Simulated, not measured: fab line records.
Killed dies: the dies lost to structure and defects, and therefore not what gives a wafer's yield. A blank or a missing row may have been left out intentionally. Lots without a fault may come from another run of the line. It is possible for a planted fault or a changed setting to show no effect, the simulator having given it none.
Struck lot and sound lot, side by side	flow nandHarc	17 steps out of a route of 1302
Sound: these wafers, L326.3, L326.5, L326.6. Struck: wafer L338.3 (left out: L338.2, L338.4 of the same lot, which were not struck); the cause appears at the end.
Each step with rows lists, per side, the tool, then ch with its chambers, then its first start. Under that, the readings that differ: sound wafers	struck wafers	difference of the means	sigmas: that difference in standard deviations of wafers without a fault.
alike: readings whose means differ by less than 2 such deviations, and words and numbers that are the same on both sides. not compared: withheld readings, readings that some wafer has no value for, bounds like >300 that may hide the same value, and numbers for which the record gives no deviation and whose values overlap.
The two part at a step that has a row with sigmas, a row that says differs or no value, or rows on one side only. Non-overlapping numbers with no deviation appear without sigmas and do not part them. A reading that every wafer of one side lacks parts them only if that side has two wafers or more.

NHARC_P_M2_ETCH_35: etches the open film in N2/H2, target depth 40 nm, overetch 12 nm, time 43.94 s.
  sound on rieDiel-13 ch 0,1,2, day 6 23:29; struck on rieDiel-10 ch 1, day 12 13:12
reading	sound	struck	difference	sigmas
h2FlowSccm (sccm)	149.4 150.2 149.9	150.9	+1.1	+3
  alike: drypumpMotorCurrentA, oesProductAu, rfVppV, showerheadPlenumPTorr, throttleValvePct
  not compared: rfHoursCounterH
NHARC_P_M2_ETCH_15: etches the open film in C4F8/Ar, target depth 182.5 nm, time 91.2 s.
  sound: rieDiel-13 ch 2,3; struck: rieDiel-10 ch 1
  alike: oesProductAu, rfVppV
  not compared: rfHoursCounterH
NHARC_P_M2_CD_MEAS_16:
  sound on cdSem-03 at day 7 00:11; struck on cdSem-01 at day 12 13:25
  alike: cdNm
then, 1 step without rows for these wafers: NHARC_P_M2_STRIP_18 (strips in N2/H2).
NHARC_P_M2_ETCH_28: etches the open film in CF4/N2, target depth 30 nm, time 72.99 s.
  sound: rieDiel-10 ch 0,1; struck: rieDiel-10 ch 0
  alike: drypumpMotorCurrentA, oesProductAu, rfVppV, showerheadPlenumPTorr, throttleValvePct
  not compared: rfHoursCounterH
then, 1 step without rows for these wafers: NHARC_P_M2_STRIP_19 (strips in post etch residue remover, time 600 s).
NHARC_P_M2_DEGAS_29: time 60 s.
  sound on pvdSputter-03 at day 7 00:54; struck on pvdSputter-03 at day 12 14:08
  alike: heaterPowerW, susceptorTempC
then, 1 step without rows for these wafers: NHARC_P_M2_PRE_CLEAN_30 (time 30 s).
NHARC_P_M2_PVD_20: deposits TaN, target thk 5 nm, time 8.06 s.
  sound on pvdSputter-03; struck on pvdSputter-03
  alike: throttleValvePct
then, 3 steps without rows for these wafers: NHARC_P_M2_PVD_21 (deposits Cu, target thk 30 nm, time 20.49 s); NHARC_P_M2_ECD_22 (material Cu, target thk 400 nm); NHARC_P_M2_ANNEAL_31 (time 90 s).
NHARC_P_M2_CMP_23: polishes, t overpolish 20 s, target thk 144.3 nm.
  sound on cmp-04 ch 0,1, day 7 02:01; struck on cmp-03 ch 0, day 12 15:13
reading	sound	struck	difference	sigmas
timeToEndpointS (s)	27.7 28.6 28.1	37.2	+9.1	+4
  alike: motorCurrentA
NHARC_P_M2_THK_MEAS_24: measures by xrf.
  sound on filmMetro-01 at day 7 02:18; struck on filmMetro-01 at day 12 15:32
reading	sound	struck	difference	sigmas
thkNm (nm)	143.2 145.4 145.9	150.3	+5.5	+5
then, 1 step without rows for these wafers: NHARC_P_M2_SRD_25.
NHARC_P_M2_INSPECT_27:
  sound on defectInspect-02 at day 7 02:27; struck on defectInspect-02 at day 12 15:41
reading	sound	struck	difference	sigmas
rawDefectCount	294 254 241	4746	+4483	+45
then, 1 step without rows for these wafers: NHARC_P_M2_PRE_CLEAN_32 (time 12 s).

WHERE THEY PART
First at NHARC_P_M2_ETCH_35; last, within this record, at NHARC_P_M2_INSPECT_27.

WHY: what the simulator had put in
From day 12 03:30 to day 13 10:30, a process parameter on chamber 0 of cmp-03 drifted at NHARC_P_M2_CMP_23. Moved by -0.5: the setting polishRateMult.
